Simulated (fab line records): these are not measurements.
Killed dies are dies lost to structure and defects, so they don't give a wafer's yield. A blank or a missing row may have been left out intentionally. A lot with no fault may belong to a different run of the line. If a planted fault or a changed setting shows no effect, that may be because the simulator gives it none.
fab line records | flow nand_harc
[record] lots = 14 | wafers = 42 | last_day = 24
route steps=1159 shown P_M0@270 P_M1@285
lots that met no fault: taken from a fault-free run of the same line
start_h: start of the lot's first displayed wafer, in hours after the record's first day | wait_h: how many hours have passed since the lot's step before this one | " identical to the entry in the row above | L1.1+2: a single row standing in for several wafers | - value missing, or start not given | * or withheld: withheld | < > ~ a bound
route shown NAME@n: a module of which the file shows steps, and the number in the route of the first | usual: mean/standard deviation taken from wafers without a fault | same: alike in all rows | chamber/n: place in a boat | sites: each site's reading | _std_site: standard deviation across them | _edge_site: mean of outer sites minus mean of inner sites | radius_mm: how far each site lies from the wafer's centre | mask NAME#n: copy n | behind: tool/chamber where the wafer was last shaped | hold: why the lot was held/for how many hours/how that ended | device: whichever transistor did not switch (one of n, p or np) | end of line: tests run on the same wafers once the route is complete | step lacking rows: just its recipe | killed: not the wafer's yield, but the dies lost to structure and defects at the first sort | map: shows each die of a wafer: x if killed, . if not, _ if none is there
set.NAME: setting as actually run; set.NAME@STEP: the setting as run at that earlier step | model.NAME: the simulator's own value behind a step, which no gauge read
steps of the route over a sample of lots; a table a step, a row a wafer
services: from which hour (start_h, from the record's first day; less than 0 if before it) a tool's chamber was out of use, for how many hours, and why
[[steps]]
[step NHARC_P_M0_STRIP_18]
[recipe] power_w = 1000 | n2_flow_sccm = 150 | h2_flow_sccm = 150 | ar_flow_sccm = 0 | bias_w = 0 | chemistry = N2/H2
[usual] drypump_motor_current_A = 5.5/0.45 | oes_product_au = 0.999/0.0076 | rf_vpp_V = 90.9/0.91 | showerhead_plenum_p_Torr = 2.07/0.062 | throttle_valve_pct = 14.173/0.0087
[same] bias_w = 0
lot.wafer | tool        | chamber | start_h | wait_h | drypump_motor_current_A | oes_product_au | rf_hours_counter_h | rf_vpp_V | showerhead_plenum_p_Torr | throttle_valve_pct
L276.2    | rie_diel-09 | 3       | 115.66  | 0.1    | 5.5                     | 1.004          | 2                  | 92.0     | 2.02                     | 14.179
L276.5    | "           | 0       | "       | "      | 5.7                     | 1.001          | -                  | 91.7     | 2.14                     | 14.178
L276.6    | "           | 1       | "       | "      | 5.2                     | 0.993          | -                  | 91.6     | 2.05                     | 14.175
L278.1    | rie_diel-07 | 0       | 135.65  | 0.1    | 5.5                     | 0.992          | 5                  | 88.4     | 1.98                     | 14.169
L278.2    | "           | 2       | "       | "      | 5.4                     | 0.990          | 6                  | 90.9     | 2.04                     | 14.174
L278.5    | "           | 3       | "       | "      | 4.9                     | 1.006          | -                  | 91.1     | 2.14                     | 14.159
L281.2    | rie_diel-09 | 0       | 148.54  | 0.1    | 5.7                     | 1.003          | 6                  | 90.5     | 2.14                     | 14.171
L281.5    | "           | 1       | "       | "      | 5.3                     | 0.995          | -                  | 90.1     | 2.05                     | 14.166
L281.6    | "           | 0       | "       | "      | 5.7                     | 0.998          | -                  | 90.4     | 2.14                     | 14.173
L280.2    | rie_diel-06 | 1       | 148.64  | 0.1    | 4.9                     | 1.006          | 4                  | 91.1     | 2.02                     | 14.180
L280.1    | "           | 2       | "       | "      | 4.7                     | 0.995          | 5                  | 91.9     | 2.12                     | 14.175
L280.3    | "           | 0       | "       | "      | 6.3                     | 1.010          | 5                  | 91.5     | 2.02                     | 14.168
L283.4    | rie_diel-07 | 3       | 160.39  | 0.1    | 4.9                     | 1.007          | 8                  | 93.6     | 2.14                     | 14.168
L283.1    | "           | 2       | "       | "      | 5.4                     | 0.999          | 8                  | 89.2     | 2.04                     | 14.181
L283.5    | "           | 0       | "       | "      | 5.5                     | 1.005          | -                  | 89.6     | 1.98                     | 14.170
L284.2    | rie_diel-09 | 0       | 166.17  | 0.1    | 5.7                     | 0.998          | 8                  | 91.0     | 2.14                     | 14.183
L284.3    | "           | 1       | "       | "      | 5.3                     | 0.997          | 8                  | 92.4     | 2.05                     | 14.179
L284.4    | "           | 2       | "       | "      | 5.9                     | 0.989          | 6                  | 91.8     | 1.99                     | 14.182
L285.1    | rie_diel-07 | 0       | 175.01  | 0.1    | 5.5                     | 1.004          | 8                  | 90.4     | 1.98                     | 14.170
L285.2    | "           | 1       | "       | "      | 5.6                     | 0.998          | 8                  | 91.5     | 2.15                     | 14.184
L285.6    | "           | 0       | "       | "      | 5.5                     | 0.994          | -                  | 89.9     | 1.98                     | 14.182
L292.2    | rie_diel-09 | 3       | 221.64  | 0.1    | 5.4                     | 0.995          | 11                 | 90.2     | 2.01                     | 14.173
L292.4    | "           | 2       | "       | "      | 5.9                     | 0.992          | -                  | 89.8     | 1.99                     | 14.173
L292.5    | "           | 3       | "       | "      | 5.4                     | 0.991          | -                  | 90.1     | 2.01                     | 14.165
L293.3    | rie_diel-09 | 2       | 221.95  | 0.1    | 5.9                     | 1.002          | 9                  | 90.5     | 1.99                     | 14.176
L293.2    | "           | 3       | "       | "      | 5.5                     | 1.012          | 11                 | 90.1     | 2.01                     | 14.165
L293.5    | "           | 2       | "       | "      | 5.9                     | 1.003          | -                  | 92.0     | 1.99                     | 14.176
L295.1    | rie_diel-06 | 1       | 224.86  | 0.1    | 4.9                     | 1.017          | 8                  | 90.4     | 2.02                     | 14.164
L295.2    | "           | 2       | "       | "      | 4.8                     | 1.006          | 10                 | 90.9     | 2.12                     | 14.171
L295.6    | "           | 1       | "       | "      | 4.9                     | 1.016          | -                  | 91.2     | 2.02                     | 14.171
L294.3    | rie_diel-07 | 0       | 226.37  | 0.1    | 5.5                     | 0.998          | 12                 | 92.2     | 1.98                     | 14.176
L294.1    | "           | 1       | "       | "      | 5.6                     | 0.985          | 11                 | 91.6     | 2.15                     | 14.174
L294.6    | "           | 0       | "       | "      | 5.5                     | 0.987          | -                  | 89.6     | 1.98                     | 14.184
L297.3    | rie_diel-09 | 0       | 236.68  | 0.1    | 5.7                     | 0.990          | 12                 | 91.7     | 2.14                     | 14.166
L297.2    | "           | 2       | "       | "      | 5.9                     | 1.001          | 10                 | 90.0     | 1.99                     | 14.181
L297.6    | "           | 0       | "       | "      | 5.7                     | 0.997          | -                  | 91.2     | 2.14                     | 14.173
L296.1    | rie_diel-09 | 0       | 236.89  | 0.1    | 5.7                     | 0.985          | 13                 | 91.9     | 2.14                     | 14.170
L296.4    | "           | 2       | "       | "      | 5.9                     | 1.001          | -                  | 91.6     | 1.99                     | 14.161
L296.5    | "           | 3       | "       | "      | 5.5                     | 0.995          | -                  | 92.0     | 2.01                     | 14.179
L298.4    | rie_diel-09 | 1       | 243.79  | 0.1    | 5.3                     | 1.004          | 10                 | 90.7     | 2.05                     | 14.162
L298.2    | "           | 2       | "       | "      | 5.9                     | 0.992          | 11                 | 90.3     | 1.99                     | 14.179
L298.3    | "           | 3       | "       | "      | 5.5                     | 1.003          | 12                 | 90.0     | 2.01                     | 14.158
[step NHARC_P_M0_PRE_CLEAN_29]
[recipe] time_s = 30 | temp_c = 280 | gas = H2/He
[usual] heater_power_w = 418/39
lot.wafer | tool           | chamber | start_h | wait_h | heater_power_w
L276.2    | pvd_sputter-01 | -       | -       | -      | 487
L276.6    | "              | -       | "       | "      | 393
L276.5    | "              | -       | "       | "      | 458
L278.1    | pvd_sputter-03 | -       | -       | -      | 424
L278.2    | "              | -       | "       | "      | 399
L278.5    | "              | -       | "       | "      | 419
L281.2    | pvd_sputter-02 | -       | -       | -      | 432
L281.5    | "              | -       | "       | "      | 403
L281.6    | "              | -       | "       | "      | 444
L280.1    | pvd_sputter-03 | -       | -       | -      | 393
L280.2    | "              | -       | "       | "      | 455
L280.3    | "              | -       | "       | "      | 409
L283.4    | pvd_sputter-01 | -       | -       | -      | 479
L283.1    | "              | -       | "       | "      | 377
L283.5    | "              | -       | "       | "      | 479
L284.4    | pvd_sputter-03 | -       | -       | -      | 358
L284.3    | "              | -       | "       | "      | 410
L284.2    | "              | -       | "       | "      | 410
L285.2    | pvd_sputter-01 | -       | -       | -      | 493
L285.1    | "              | -       | "       | "      | 361
L285.6    | "              | -       | "       | "      | 363
L292.2    | pvd_sputter-01 | -       | -       | -      | 474
L292.4    | "              | -       | "       | "      | 367
L292.5    | "              | -       | "       | "      | 460
L293.3    | pvd_sputter-03 | -       | -       | -      | 409
L293.2    | "              | -       | "       | "      | 446
L293.5    | "              | -       | "       | "      | 402
L295.2    | pvd_sputter-03 | -       | -       | -      | 409
L295.1    | "              | -       | "       | "      | 456
L295.6    | "              | -       | "       | "      | 440
L294.1    | pvd_sputter-03 | -       | -       | -      | 429
L294.3    | "              | -       | "       | "      | 352
L294.6    | "              | -       | "       | "      | 441
L297.3    | pvd_sputter-01 | -       | -       | -      | 397
L297.2    | "              | -       | "       | "      | 367
L297.6    | "              | -       | "       | "      | 391
L296.4    | pvd_sputter-02 | -       | -       | -      | 415
L296.1    | "              | -       | "       | "      | 416
L296.5    | "              | -       | "       | "      | 458
L298.4    | pvd_sputter-01 | -       | -       | -      | 399
L298.2    | "              | -       | "       | "      | 453
L298.3    | "              | -       | "       | "      | 370
[step NHARC_P_M1_DEP_00]
[recipe] target_thk_a = 1825 | target_thk_nm = 182.5 | temp_c = withheld | pressure_torr = 5 | flow_sccm = 200 | rf_w = 600 | material = SiOC
[usual] chamber_pressure_Torr = 5.001/0.011 | rf_fwd_power_W = 598.5/1.8
lot.wafer | tool     | chamber | start_h | wait_h | chamber_pressure_Torr | rf_fwd_power_W
L276.2    | pecvd-04 | 2       | 118.29  | -      | 5.005                 | 598.7
L276.6    | "        | 1       | "       | "      | 5.002                 | 600.2
L276.5    | "        | 2       | "       | "      | 5.014                 | 601.0
L278.2    | pecvd-03 | 1       | 138.33  | -      | 5.001                 | 600.2
L278.1    | "        | 2       | "       | "      | 4.997                 | 598.3
L278.5    | "        | 0       | "       | "      | 4.985                 | 602.6
L281.2    | pecvd-01 | 0       | 151.33  | -      | 5.022                 | 596.4
L281.6    | "        | 2       | "       | "      | 4.975                 | 598.0
L281.5    | "        | 1       | "       | "      | 5.018                 | 598.6
L280.2    | pecvd-04 | 0       | 151.60  | -      | 5.001                 | 598.2
L280.1    | "        | 1       | "       | "      | 4.994                 | 599.5
L280.3    | "        | 2       | "       | "      | 4.985                 | 596.7
L283.1    | pecvd-03 | 0       | 163.37  | -      | -                     | -
L283.5    | "        | 2       | "       | "      | -                     | -
L283.4    | "        | 1       | "       | "      | -                     | -
L284.3    | pecvd-04 | 0       | 168.84  | -      | -                     | -
L284.2    | "        | 2       | "       | "      | -                     | -
L284.4    | "        | 0       | "       | "      | -                     | -
L285.1    | pecvd-01 | 0       | 177.68  | -      | 5.012                 | 598.3
L285.2    | "        | 1       | "       | "      | 4.980                 | 598.3
L285.6    | "        | 2       | "       | "      | 4.982                 | 601.1
L292.2    | pecvd-03 | 0       | 224.38  | -      | 5.003                 | 598.2
L292.4    | "        | 0       | "       | "      | 5.002                 | 594.7
L292.5    | "        | 2       | "       | "      | 5.004                 | 601.4
L293.2    | pecvd-03 | 0       | 225.29  | -      | 5.005                 | 596.9
L293.3    | "        | 2       | "       | "      | 5.008                 | 598.9
L293.5    | "        | 2       | "       | "      | 5.016                 | 600.0
L295.2    | pecvd-04 | 1       | 227.67  | 0.5    | 4.979                 | 599.3
L295.1    | "        | 2       | "       | "      | 5.003                 | 595.2
L295.6    | "        | 0       | "       | "      | 5.003                 | 597.3
L294.3    | pecvd-04 | 1       | 229.27  | 0.3    | 4.994                 | 597.5
L294.1    | "        | 2       | "       | "      | 5.001                 | 600.3
L294.6    | "        | 2       | "       | "      | 5.001                 | 599.2
L297.2    | pecvd-04 | 0       | 239.35  | -      | 5.016                 | 598.5
L297.3    | "        | 2       | "       | "      | 5.002                 | 599.9
L297.6    | "        | 1       | "       | "      | 5.001                 | 599.5
L296.1    | pecvd-03 | 0       | 239.71  | -      | 5.007                 | 597.6
L296.5    | "        | 0       | "       | "      | 4.999                 | 600.3
L296.4    | "        | 1       | "       | "      | 5.001                 | 603.1
L298.3    | pecvd-04 | 0       | 246.60  | -      | 5.020                 | 599.1
L298.2    | "        | 2       | "       | "      | 4.986                 | 596.6
L298.4    | "        | 2       | "       | "      | 5.004                 | 598.0
[step NHARC_P_M1_OVL_MEAS_10]
[recipe] pitch_nm = 260
[usual] overlay_x_nm = 0.1/0.79 | overlay_y_nm = -0.2/0.79
lot.wafer | tool       | chamber | start_h | wait_h | overlay_x_nm | overlay_y_nm
L276.2    | overlay-01 | -       | 119.04  | -      | -1.4         | 0.4
L276.5    | "          | -       | "       | "      | -1.9         | 1.1
L276.6    | "          | -       | "       | "      | -1.5         | 1.2
L278.1    | overlay-01 | -       | 139.20  | -      | -0.5         | 0.3
L278.2    | "          | -       | "       | "      | -0.3         | 1.0
L278.5    | "          | -       | "       | "      | 0.0          | 0.1
L281.2    | overlay-02 | -       | 152.08  | -      | 0.3          | -0.3
L281.5    | "          | -       | "       | "      | 0.3          | -0.2
L281.6    | "          | -       | "       | "      | -0.1         | 0.1
L280.1    | overlay-01 | -       | 152.52  | -      | 0.1          | -0.2
L280.2    | "          | -       | "       | "      | 0.8          | 0.0
L280.3    | "          | -       | "       | "      | 0.8          | -0.1
L283.1    | overlay-02 | -       | 164.12  | -      | -1.1         | 0.8
L283.4    | "          | -       | "       | "      | -1.4         | 0.8
L283.5    | "          | -       | "       | "      | 0.0          | 0.6
L284.2    | overlay-02 | -       | 169.79  | -      | 1.4          | 0.1
L284.3    | "          | -       | "       | "      | 0.6          | -0.6
L284.4    | "          | -       | "       | "      | 0.8          | -0.6
L285.1    | overlay-01 | -       | 178.46  | -      | 0.1          | -0.4
L285.2    | "          | -       | "       | "      | 0.0          | -0.2
L285.6    | "          | -       | "       | "      | 0.1          | -0.2
L292.2    | overlay-02 | -       | 225.25  | -      | -0.1         | -1.2
L292.4    | "          | -       | "       | "      | 0.1          | -0.6
L292.5    | "          | -       | "       | "      | 0.1          | -0.4
L293.2    | overlay-01 | -       | 226.16  | -      | -0.6         | 0.0
L293.3    | "          | -       | "       | "      | -0.2         | -0.3
L293.5    | "          | -       | "       | "      | -0.1         | -0.5
L295.1    | overlay-01 | -       | 228.60  | -      | -0.4         | -1.5
L295.2    | "          | -       | "       | "      | 0.4          | -0.7
L295.6    | "          | -       | "       | "      | 0.7          | -0.7
L294.1    | overlay-01 | -       | 230.19  | -      | 0.1          | 2.1
L294.3    | "          | -       | "       | "      | -0.1         | 1.8
L294.6    | "          | -       | "       | "      | 0.4          | 1.6
L297.2    | overlay-01 | -       | 240.27  | -      | 0.2          | -0.7
L297.3    | "          | -       | "       | "      | -0.1         | -0.8
L297.6    | "          | -       | "       | "      | -0.7         | -0.3
L296.1    | overlay-01 | -       | 240.59  | -      | 1.2          | -0.2
L296.4    | "          | -       | "       | "      | 1.5          | -0.5
L296.5    | "          | -       | "       | "      | 1.4          | 0.0
L298.2    | overlay-01 | -       | 247.52  | -      | -1.3         | 1.0
L298.3    | "          | -       | "       | "      | -0.8         | 0.9
L298.4    | "          | -       | "       | "      | -0.3         | 0.4
[[services]]
tool           | chamber | start_h | hours | kind
pvd_sputter-03 | -       | 102.00  | 10.0  | pm
rie_diel-09    | 1       | 109.81  | 2.5   | repair
rie_diel-09    | 0       | 110.86  | -     | clean
rie_diel-09    | 2       | 110.86  | -     | clean
rie_diel-09    | 3       | 110.86  | -     | clean
pecvd-03       | -       | 111.00  | 13.0  | pm
rie_diel-07    | 1       | 114.16  | 2.4   | repair
rie_diel-07    | -       | 128.03  | 0.5   | repair
rie_diel-06    | -       | 130.10  | 0.2   | repair
rie_diel-09    | 2       | 130.72  | 19.2  | repair
rie_diel-09    | 0       | 135.41  | -     | clean
rie_diel-09    | 3       | 146.04  | 5.1   | repair
pecvd-04       | 0       | 163.40  | 2.0   | repair
pecvd-01       | 2       | 188.40  | 30.7  | repair
rie_diel-07    | 3       | 195.03  | 1.2   | repair
pecvd-04       | -       | 195.11  | 13.0  | pm
pvd_sputter-01 | -       | 198.96  | 10.0  | pm
rie_diel-09    | 1       | 207.74  | 32.3  | repair
rie_diel-06    | 1       | 208.61  | 9.3   | repair
pvd_sputter-02 | -       | 214.00  | 10.0  | pm
rie_diel-07    | -       | 228.46  | 9.0   | pm
pecvd-01       | -       | 237.31  | 13.0  | pm
rie_diel-06    | -       | 241.47  | 9.0   | pm
pvd_sputter-02 | -       | 245.56  | 2.8   | repair
[[key]]
[first_sign] step = NHARC_P_M1_DEP_00 | reading = tool_record | direction = missing
effect none on later readings
met_at NHARC_P_M1_DEP_00
struck_lots L283,L284
later_rows_left_out L283.1,L283.4,L283.5,L284.2,L284.3,L284.4
sort_left_out L283.1,L283.4,L283.5,L284.2,L284.3,L284.4
not_acting_at NHARC_P_M0_STRIP_18,NHARC_P_M0_PRE_CLEAN_29,NHARC_P_M1_OVL_MEAS_10
onset_between 151.60 163.37
[fault] kind = skipped_step_whole | tool = pecvd-03,pecvd-04 | chamber = - | onset_h = 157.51 | steps = NHARC_P_M1_DEP_00 | scope = struck_lots_only
// sort_left_out: the simulated sort isn't trusted on such a fault, so these wafers' sort isn't shown, and their yield isn't known
// later_rows_left_out: the simulator's readings of these wafers behind a module that went badly wrong aren't trusted and aren't shown, but for the sort
